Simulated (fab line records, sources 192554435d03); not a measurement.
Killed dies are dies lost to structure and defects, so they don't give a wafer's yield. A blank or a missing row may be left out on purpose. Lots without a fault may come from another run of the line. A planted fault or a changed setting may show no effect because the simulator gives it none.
A struck lot beside a sound one | flow n5_finfet | 38 steps out of a route of 1938
Sound: wafers L437.1, L437.3, L437.5. Struck: wafer L428.1. (L428.2, L428.4 of the same lot were not struck and are left out.) The cause comes at the end.
At each step with rows: each side's tool, then ch and its chambers, then its first start. Under that, the readings that differ: sound wafers | struck wafers | difference of the means | sigmas: that difference in standard deviations of wafers without a fault.
alike: readings whose means differ by less than 2 such deviations, and words and numbers that are the same on both sides. not compared: withheld readings, readings that some wafer has no value for, bounds like >300 that may hide the same value, and numbers for which the record gives no deviation and whose values overlap.
The two part at a step that has a row with sigmas, a row that says differs or no value, or rows on one side only. Numbers that don't overlap but have no deviation are shown without sigmas and don't part them. A reading that every wafer of one side lacks parts them only if that side has two wafers or more.

first, 9 steps without rows for these wafers: N5_BEOL_M4_ANNEAL_95 (time 240 s); N5_BEOL_M4_SPUTTER_96 (material Cu, target thk 4.5 nm, time 8.29 s); N5_BEOL_M4_ECD_50 (material Cu, target thk 300 nm); N5_BEOL_M4_ANNEAL_51 (time 90 s); N5_BEOL_M4_CMP_52 (polishes, stops on SiOC, t overpolish 6.8 s, target thk 40 nm); N5_BEOL_M4_PRE_CLEAN_60 (time 15 s); N5_BEOL_M4_CO_CAP_55 (material Co, precursor CCTBA/H2, target thk 2 nm, time 102.1 s); N5_BEOL_M4_PRE_CLEAN_56 (time 15 s); N5_BEOL_M4_DEP_57 (deposits SiCN from 3MS/NH3, target thk 8 nm, time 14 s).
N5_BEOL_M4_RC_MEAS_101:
  sound on prober-01 ch 0, day 14 15:42; struck on prober-02 ch 0, day 12 03:46
  alike: DIBL_N, DIBL_P, IOFF_N, IOFF_P, ION_N, ION_P, SS_N, SS_P, VT_N, VT_P
then, 24 steps without rows for these wafers: N5_BEOL_M5_ILD_DEP_00 (deposits SiCOH lowk from DEMS/porogen, target thk 140.64 nm, time 25.9 s); N5_BEOL_M5_CURE_79 (cures SiCOH lowk, time 240 s); N5_BEOL_M5_PECVD_70 (deposits SiO2 from TEOS/O2, target thk 16 nm, time 18 s); N5_BEOL_M5_HM_DEP_02 (deposits TiN, target thk 20 nm); N5_BEOL_M5_COAT_59 (time 60 s, resist thk 60 nm); N5_BEOL_M5_COAT_60 (time 60 s, resist thk 12 nm); N5_BEOL_M5_COAT_71 (time 60 s, resist thk 5 nm); N5_BEOL_M5_COAT_05 (resist thk 30 nm); N5_BEOL_M5_EBR_07; N5_BEOL_M5_SOFTBAKE_06 (time 60 s); N5_BEOL_M5_EXPOSE_08 (exposes mask M5, target cd 28 nm); N5_BEOL_M5_PEB_09 (peb time 60 s); N5_BEOL_M5_DEVELOP_10 (develop time 30 s); N5_BEOL_M5_DESCUM_16 (chemistry O2, time 7 s); N5_BEOL_M5_ETCH_72 (etches underlayer in N2/H2, target depth 6.5 nm, time 5.2 s); N5_BEOL_M5_ETCH_61 (etches SiARC in CF4, target depth 15.6 nm, time 26 s); N5_BEOL_M5_ETCH_62 (etches SOC in N2/H2, target depth 75 nm, overetch 15 nm, time 112.5 s); N5_BEOL_M5_STRIP_63 (strips in N2/H2); N5_BEOL_M5_STRIP_73 (strips in N2/H2); N5_BEOL_M5_STRIP_64 (strips in CF4); N5_BEOL_M5_HM_OPEN_17 (chemistry Cl2/BCl3, target TiN, target depth 20 nm, overetch 6 nm); N5_BEOL_M5_STRIP_19 (strips in O2); N5_BEOL_M5_COAT_65 (time 60 s, resist thk 60 nm); N5_BEOL_M5_COAT_66 (time 60 s, resist thk 12 nm).
N5_BEOL_M7_CMP_52: polishes, stops on SiCOH lowk, t overpolish 6.9 s, target thk 80 nm.
  sound on cmp-04 ch 0,2,3, day 15 23:41; struck on cmp-03 ch 0, day 13 06:46
  reading                      | sound                | struck | difference | sigmas
  barrier_field_endpoint_s (s) | 29.1 27.7 28.0       | 46.9   | +18.6      | +23
  head_pressure_psi (psi)      | 1.0017 1.0043 1.0017 | 0.9973 | -0.0053    | -3
  overpolish_run_s (s)         | 6.892 6.901 6.894    | 0.035  | -6.861     | -99 or more
  time_to_endpoint_s (s)       | 64 58 60             | 82     | +21        | +5
  alike: motor_current_A
N5_BEOL_M7_THK_MEAS_53: measures by xrf.
  sound on film_metro-01, day 15 23:56; struck on film_metro-01, day 13 07:01
  reading     | sound          | struck | difference | sigmas
  M7_THK (nm) | 80.4 79.1 79.0 | 186.8  | +107.3     | +47
N5_BEOL_M7_INSPECT_58: inspects for defects (darkfield).
  sound on defect_inspect-01, day 16 00:06; struck on defect_inspect-02, day 13 07:10
  reading          | sound    | struck | difference | sigmas
  raw_defect_count | 86 74 99 | 1175   | +1089      | +52
-- the record jumps here: 3 days lie between the struck wafers' starts before and after (it left off in module BEOL_M7 and takes up again in module PASSIVATION, whose first step shown is number 1936 of the route) --
N5_PASSIVATION_PROBE_49:
  sound on prober-01, day 19 00:21; struck on prober-01, day 16 05:03
  reading                  | sound          | struck | difference | sigmas
  defect_limited_yield (%) | 90.3 90.9 91.7 | 0      | -91        | -65
  killed_at_M4_up          | 23 7 15        | 1115   | +1100      | +99 or more
  killed_dies              | 115 107 98     | 1180   | +1073      | +63
  killed_on_rim            | 15 11 10       | 152    | +140       | +31
  killed_short             | 36 40 29       | 20     | -15        | -2
  sort_bin_6_memory (%)    | 4.2 3.8 3.1    | 2.4    | -1.3       | -2
  sort_n_pass              | 1065 1073 1082 | 0      | -1073      | -63
  sort_yield_pct (%)       | 90.3 90.9 91.7 | 0      | -91        | -65
  alike: killed_at_M0_to_M3, killed_at_contacts, killed_at_front_end, killed_at_other, killed_open, sort_bin_5_function, sort_bin_8_speed

WHERE THEY PART
First at N5_BEOL_M7_CMP_52; last, within this record, at N5_PASSIVATION_PROBE_49.

WHY: what the simulator had put in
Process parameter drift: cmp-03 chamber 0, from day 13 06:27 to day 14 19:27, at N5_BEOL_M7_CMP_52. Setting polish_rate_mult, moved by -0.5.
